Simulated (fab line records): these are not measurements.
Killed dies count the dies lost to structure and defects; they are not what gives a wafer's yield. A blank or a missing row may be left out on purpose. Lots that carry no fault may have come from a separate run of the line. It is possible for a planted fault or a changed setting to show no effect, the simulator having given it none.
fab line records + flow n5_finfet
record
- lots=12
- wafers=36
- last_day=17
route steps=1938 shown BEOL_M9@1402
lots that met no fault: from a run of the same line without faults
start_h: start of the lot's first displayed wafer, in hours after the record's first day + wait_h: how many hours have passed since the lot's step before this one + " repeats the value in the row above + L1.1+2: a single row standing in for several wafers + - no value present, or no start provided + * or withheld: withheld + < > ~ a bound
route shown NAME@n: names a module that has steps shown in the file, with the first one's number in the route + usual: the fault-free wafers' mean and standard deviation + same: alike in all rows + chamber/n: place in a boat + sites: the reading at each site + _std_site: the values' standard deviation + _edge_site: the outer-site mean with the inner-site mean subtracted + radius_mm: how far each site lies from the wafer's centre + mask NAME#n: copy n + behind: the tool/chamber that last shaped the wafer + hold: why the lot was held/for how many hours/how that ended + device: the transistor (n, p or np) that didn't switch + end of line: the tests these same wafers got at the end of their route + a step with no rows: only its recipe + killed: not the wafer's yield, but the dies lost to structure and defects at the first sort + map: per-die view of a wafer (x killed, . not killed, _ where there is no die)
set.NAME: the setting the step ran with; set.NAME@STEP: the setting that earlier step ran with + model.NAME: the simulator's own value behind a step, which no gauge read
a sample of lots followed through the steps of the route, with each step as a table and each wafer as a row
services: when a tool's chamber went out of use (start_h, in hours from the record's first day, below 0 if earlier), for how many hours, and the reason
## steps
# step N5_BEOL_M9_CURE_71
# recipe
- temp_c=385
- time_s=240
- ambient=He/Ar
- material=SiCOH_lowk
# usual
- lamp_power_pct=52.30/0.056
- wafer_temp_C_max=386.7/0.53
| lot.wafer | tool       | chamber | start_h | wait_h | lamp_power_pct | wafer_temp_C_max |
|-----------|------------|---------|---------|--------|----------------|------------------|
| L470.1    | uv_cure-01 | 0       | 222.57  | 0.0    | 52.29          | 386.3            |
| L470.4    | "          | 0       | "       | "      | 52.27          | 386.1            |
| L470.5    | "          | 0       | "       | "      | 52.37          | 386.7            |
| L472.2    | uv_cure-01 | 1       | 225.09  | 0.1    | 52.32          | 386.2            |
| L472.3    | "          | 1       | "       | "      | 52.24          | 386.0            |
| L472.4    | "          | 1       | "       | "      | 52.32          | 386.4            |
| L471.3    | uv_cure-02 | 0       | 225.56  | 0.2    | 52.27          | 386.3            |
| L471.5    | "          | 0       | "       | "      | 52.28          | 386.5            |
| L471.6    | "          | 0       | "       | "      | 52.30          | 386.3            |
| L474.1    | uv_cure-03 | 0       | 226.12  | 0.0    | 52.40          | 387.2            |
| L474.4    | "          | 0       | "       | "      | 52.22          | 388.1            |
| L474.6    | "          | 0       | "       | "      | 52.27          | 386.9            |
| L473.1    | uv_cure-01 | 0       | 229.68  | 0.0    | 52.36          | 386.6            |
| L473.4    | "          | 0       | "       | "      | 52.31          | 385.6            |
| L473.5    | "          | 0       | "       | "      | 52.36          | 386.0            |
| L477.1    | uv_cure-02 | 2       | 253.03  | 0.0    | 52.29          | 387.5            |
| L477.4    | "          | 2       | "       | "      | 52.35          | 386.4            |
| L477.6    | "          | 2       | "       | "      | 52.23          | 386.7            |
| L479.1    | uv_cure-03 | 1       | 285.91  | 0.0    | 52.30          | 386.6            |
| L479.2    | "          | 1       | "       | "      | 52.23          | 386.7            |
| L479.6    | "          | 1       | "       | "      | 52.25          | 386.6            |
| L484.1    | uv_cure-02 | 0       | 297.29  | 0.0    | 52.37          | 386.9            |
| L484.4    | "          | 0       | "       | "      | 52.28          | 386.7            |
| L484.6    | "          | 0       | "       | "      | 52.33          | 386.8            |
| L487.2    | uv_cure-01 | 0       | 323.39  | 0.1    | 52.34          | 385.9            |
| L487.4    | "          | 0       | "       | "      | 52.31          | 385.7            |
| L487.5    | "          | 0       | "       | "      | 52.31          | 386.0            |
| L489.1    | uv_cure-02 | 1       | 339.13  | 0.0    | 52.37          | 386.8            |
| L489.3    | "          | 1       | "       | "      | 52.33          | 387.2            |
| L489.4    | "          | 1       | "       | "      | 52.25          | 386.7            |
| L490.2    | uv_cure-02 | 2       | 341.75  | 0.1    | 52.29          | 386.8            |
| L490.4    | "          | 2       | "       | "      | 52.37          | 386.4            |
| L490.5    | "          | 2       | "       | "      | 52.22          | 386.0            |
| L491.1    | uv_cure-03 | 1       | 345.15  | 0.0    | 52.30          | 386.4            |
| L491.3    | "          | 1       | "       | "      | 52.24          | 387.2            |
| L491.6    | "          | 1       | "       | "      | 52.35          | 387.1            |
# step N5_BEOL_M9_HM_DEP_02
# recipe
- material=TiN
- target_thk_a=200
- temp_c=25
- chamber_pressure_pa=0.49996
# usual
- throttle_valve_pct=30.2/0.95
| lot.wafer | tool           | chamber | start_h | wait_h | throttle_valve_pct |
|-----------|----------------|---------|---------|--------|--------------------|
| L470.1    | pvd_sputter-03 | -       | 224.23  | 1.1    | 31.1               |
| L470.4    | "              | -       | "       | "      | 30.3               |
| L470.5    | "              | -       | "       | "      | 28.3               |
| L472.2    | pvd_sputter-02 | -       | 228.10  | 2.5    | 30.4               |
| L472.3    | "              | -       | "       | "      | 29.3               |
| L472.4    | "              | -       | "       | "      | 31.5               |
| L471.3    | pvd_sputter-01 | -       | 228.20  | 2.2    | 28.9               |
| L471.5    | "              | -       | "       | "      | 28.9               |
| L471.6    | "              | -       | "       | "      | 30.3               |
| L474.1    | pvd_sputter-02 | -       | 228.20  | 1.5    | 29.6               |
| L474.4    | "              | -       | "       | "      | 29.8               |
| L474.6    | "              | -       | "       | "      | 29.8               |
| L473.1    | pvd_sputter-01 | -       | 230.94  | 0.7    | 28.8               |
| L473.4    | "              | -       | "       | "      | 31.0               |
| L473.5    | "              | -       | "       | "      | 28.5               |
| L477.1    | pvd_sputter-03 | -       | 255.03  | 1.4    | 30.1               |
| L477.4    | "              | -       | "       | "      | 28.6               |
| L477.6    | "              | -       | "       | "      | 28.6               |
| L479.1    | pvd_sputter-03 | -       | 288.19  | 1.7    | 28.6               |
| L479.2    | "              | -       | "       | "      | 30.3               |
| L479.6    | "              | -       | "       | "      | 30.5               |
| L484.1    | pvd_sputter-01 | -       | 299.60  | 1.7    | 31.7               |
| L484.4    | "              | -       | "       | "      | 29.9               |
| L484.6    | "              | -       | "       | "      | 30.3               |
| L487.2    | pvd_sputter-03 | -       | 326.41  | 2.5    | 30.4               |
| L487.4    | "              | -       | "       | "      | 30.7               |
| L487.5    | "              | -       | "       | "      | 31.2               |
| L489.1    | pvd_sputter-01 | -       | 339.91  | 0.2    | 31.6               |
| L489.3    | "              | -       | "       | "      | 31.0               |
| L489.4    | "              | -       | "       | "      | 29.1               |
| L490.2    | pvd_sputter-01 | -       | 342.82  | 0.6    | 29.0               |
| L490.4    | "              | -       | "       | "      | 31.7               |
| L490.5    | "              | -       | "       | "      | 31.8               |
| L491.1    | pvd_sputter-03 | -       | 346.94  | 1.2    | 31.0               |
| L491.3    | "              | -       | "       | "      | 30.5               |
| L491.6    | "              | -       | "       | "      | 30.1               |
# step N5_BEOL_M9_COAT_59
# recipe
- resist=SOC
- temp_c=250
- time_s=60
- spin_rpm=1500
- resist_thk_nm=100
# usual
- spin_speed_rpm=1500.2/1.1
| lot.wafer | tool           | chamber | start_h | wait_h | spin_speed_rpm |
|-----------|----------------|---------|---------|--------|----------------|
| L470.1    | litho_track-02 | 0       | 224.36  | 0.1    | 1500.5         |
| L470.4    | "              | 0       | "       | "      | 1501.8         |
| L470.5    | "              | 0       | "       | "      | 1501.9         |
| L472.2    | litho_track-04 | 0       | 228.23  | 0.1    | 1501.2         |
| L472.3    | "              | 0       | "       | "      | 1499.6         |
| L472.4    | "              | 0       | "       | "      | 1500.2         |
| L471.3    | litho_track-01 | 0       | 228.32  | 0.1    | 1501.4         |
| L471.5    | "              | 0       | "       | "      | 1500.8         |
| L471.6    | "              | 0       | "       | "      | 1501.1         |
| L474.1    | litho_track-04 | 0       | 228.33  | 0.1    | 1497.9         |
| L474.4    | "              | 0       | "       | "      | 1499.8         |
| L474.6    | "              | 0       | "       | "      | 1499.2         |
| L473.1    | litho_track-04 | 0       | 231.06  | 0.1    | 1500.2         |
| L473.4    | "              | 0       | "       | "      | 1499.4         |
| L473.5    | "              | 0       | "       | "      | 1500.7         |
| L477.1    | litho_track-04 | 0       | 255.16  | 0.1    | 1500.0         |
| L477.4    | "              | 0       | "       | "      | 1499.6         |
| L477.6    | "              | 0       | "       | "      | 1500.3         |
| L479.1    | litho_track-02 | 0       | 288.31  | 0.1    | 1499.7         |
| L479.2    | "              | 0       | "       | "      | 1499.4         |
| L479.6    | "              | 0       | "       | "      | 1500.4         |
| L484.1    | litho_track-04 | 0       | 299.73  | 0.1    | 1565.0         |
| L484.4    | "              | 0       | "       | "      | 1565.3         |
| L484.6    | "              | 0       | "       | "      | 1563.4         |
| L487.2    | litho_track-04 | 0       | 326.54  | 0.1    | 1565.3         |
| L487.4    | "              | 0       | "       | "      | 1565.4         |
| L487.5    | "              | 0       | "       | "      | 1566.6         |
| L489.1    | litho_track-01 | 0       | 340.04  | 0.1    | 1498.9         |
| L489.3    | "              | 0       | "       | "      | 1500.9         |
| L489.4    | "              | 0       | "       | "      | 1501.0         |
| L490.2    | litho_track-02 | 0       | 342.95  | 0.1    | 1499.9         |
| L490.4    | "              | 0       | "       | "      | 1500.6         |
| L490.5    | "              | 0       | "       | "      | 1500.3         |
| L491.1    | litho_track-01 | 0       | 347.07  | 0.1    | 1501.1         |
| L491.3    | "              | 0       | "       | "      | 1499.2         |
| L491.6    | "              | 0       | "       | "      | 1500.4         |
# step N5_BEOL_M9_CD_MEAS_11
# recipe
- target_cd_nm=64.1
- landing_energy_ev=500
- detector=se_inlens
- polarity=opening
# usual
- cd_nm=64.0/0.49
| lot.wafer | tool      | chamber | start_h | wait_h | cd_nm |
|-----------|-----------|---------|---------|--------|-------|
| L470.1    | cd_sem-02 | 0       | 224.60  | -      | 64.9  |
| L470.4    | "         | 0       | "       | "      | 65.0  |
| L470.5    | "         | 0       | "       | "      | 64.4  |
| L472.2    | cd_sem-03 | 0       | 228.60  | -      | 63.7  |
| L472.3    | "         | 0       | "       | "      | 64.0  |
| L472.4    | "         | 0       | "       | "      | 63.4  |
| L471.3    | cd_sem-01 | 0       | 228.64  | -      | 64.3  |
| L471.5    | "         | 0       | "       | "      | 63.8  |
| L471.6    | "         | 0       | "       | "      | 63.7  |
| L474.1    | cd_sem-02 | 0       | 228.68  | -      | 64.5  |
| L474.4    | "         | 0       | "       | "      | 64.7  |
| L474.6    | "         | 0       | "       | "      | 64.5  |
| L473.1    | cd_sem-01 | 0       | 231.31  | -      | 64.1  |
| L473.4    | "         | 0       | "       | "      | 64.2  |
| L473.5    | "         | 0       | "       | "      | 63.5  |
| L477.1    | cd_sem-02 | 0       | 255.40  | -      | 65.1  |
| L477.4    | "         | 0       | "       | "      | 64.6  |
| L477.6    | "         | 0       | "       | "      | 65.0  |
| L479.1    | cd_sem-02 | 0       | 288.56  | -      | 63.2  |
| L479.2    | "         | 0       | "       | "      | 64.1  |
| L479.6    | "         | 0       | "       | "      | 63.7  |
| L484.1    | cd_sem-01 | 0       | 300.10  | -      | 64.1  |
| L484.4    | "         | 0       | "       | "      | 64.0  |
| L484.6    | "         | 0       | "       | "      | 64.0  |
| L487.2    | cd_sem-03 | 0       | 326.79  | -      | 63.4  |
| L487.4    | "         | 0       | "       | "      | 63.5  |
| L487.5    | "         | 0       | "       | "      | 64.1  |
| L489.1    | cd_sem-02 | 0       | 340.42  | -      | 64.3  |
| L489.3    | "         | 0       | "       | "      | 64.7  |
| L489.4    | "         | 0       | "       | "      | 64.9  |
| L490.2    | cd_sem-01 | 0       | 343.19  | -      | 63.8  |
| L490.4    | "         | 0       | "       | "      | 63.7  |
| L490.5    | "         | 0       | "       | "      | 63.2  |
| L491.1    | cd_sem-02 | 0       | 347.31  | -      | 64.4  |
| L491.3    | "         | 0       | "       | "      | 64.2  |
| L491.6    | "         | 0       | "       | "      | 65.2  |
## services
| tool           | chamber | start_h | hours | kind                      |
|----------------|---------|---------|-------|---------------------------|
| uv_cure-01     | -       | 208.68  | 7.5   | pm                        |
| litho_track-02 | -       | 226.17  | -     | consumable_replace:filter |
| uv_cure-02     | -       | 241.33  | 2.1   | pm                        |
| uv_cure-02     | -       | 263.19  | 7.3   | repair                    |
| uv_cure-02     | -       | 277.47  | 6.0   | pm                        |
| pvd_sputter-01 | -       | 300.26  | 1.2   | repair                    |
| litho_track-04 | -       | 318.41  | -     | consumable_replace:filter |
| uv_cure-02     | -       | 330.51  | 7.5   | pm                        |
| pvd_sputter-01 | -       | 330.77  | 4.0   | repair                    |
| uv_cure-01     | -       | 338.37  | 2.1   | pm                        |
| uv_cure-03     | -       | 344.14  | 0.3   | repair                    |
## key
first_sign
- step=N5_BEOL_M9_COAT_59
- reading=spin_speed_rpm
- direction=up
- sigmas=62
- usual=*
- struck=*
effect none on later readings
met_at N5_BEOL_M9_COAT_59
struck_lots L484,L487
not_acting_at N5_BEOL_M9_CURE_71,N5_BEOL_M9_HM_DEP_02,N5_BEOL_M9_CD_MEAS_11
onset_between 255.16 299.73
fault
- kind=process_parameter_drift
- tool=litho_track-04
- chamber=-
- onset_h=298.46
- steps=N5_BEOL_M9_COAT_59
- channel=spin_rpm
- offset=*
- shape=step
- end_h=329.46
- acts_in=*
- stated=*
